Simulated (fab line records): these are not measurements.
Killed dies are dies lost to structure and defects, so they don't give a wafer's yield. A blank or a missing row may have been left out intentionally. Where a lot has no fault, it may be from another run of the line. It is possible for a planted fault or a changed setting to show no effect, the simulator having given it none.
Matching of chambers    flow nandHarc    NHARC_P_M0_DESCUM_14 on rieDiel-11: 4 sister chambers
The step chemistry O2, time 3 s. 4 wafers are shown with their chamber, then 9 later ones without.

== WAFERS WITH THEIR CHAMBER ==
wafer   chamber  drypumpMotorCurrentA (A)
L082.4  0        6.0
L084.6  2        6.7
L085.1  1        5.3
L085.5  3        5.1

== WAFERS WITHOUT THEIR CHAMBER ==
wafer   drypumpMotorCurrentA (A)
L086.1  5.3
L086.2  6.0
L086.5  5.3
L092.1  6.7
L092.4  5.2
L092.6  5.3
L096.1  5.2
L096.4  5.3
L096.6  5.2

== CHAMBER TAKEN BY EACH ==
wafer   from the rows above      in truth
L086.1  1                        1
L086.2  0                        0
L086.5  1                        1
L092.1  2                        2
L092.4  can't be placed: 1 or 3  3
L092.6  1                        1
L096.1  can't be placed: 1 or 3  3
L096.4  1                        1
L096.6  can't be placed: 1 or 3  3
Placed correctly: 6 of 9. Unplaceable from these rows: 3, with the true chamber sitting among the candidates in 3. 0 placed wrongly.
How it was worked out, from the rows above alone: a wafer's distance from a chamber is the root of the sum, over the readings, of the square of ((its reading less the chamber's mean) divided by the reading's scatter). The wafer belongs to the nearest chamber; if the next one is less than 2 further off, it can't be placed. For every chamber, the mean is computed from those of its wafers that are shown. The scatter: root of mean squared gap, hidden wafer to nearest shown wafer, with one shown wafer a chamber.
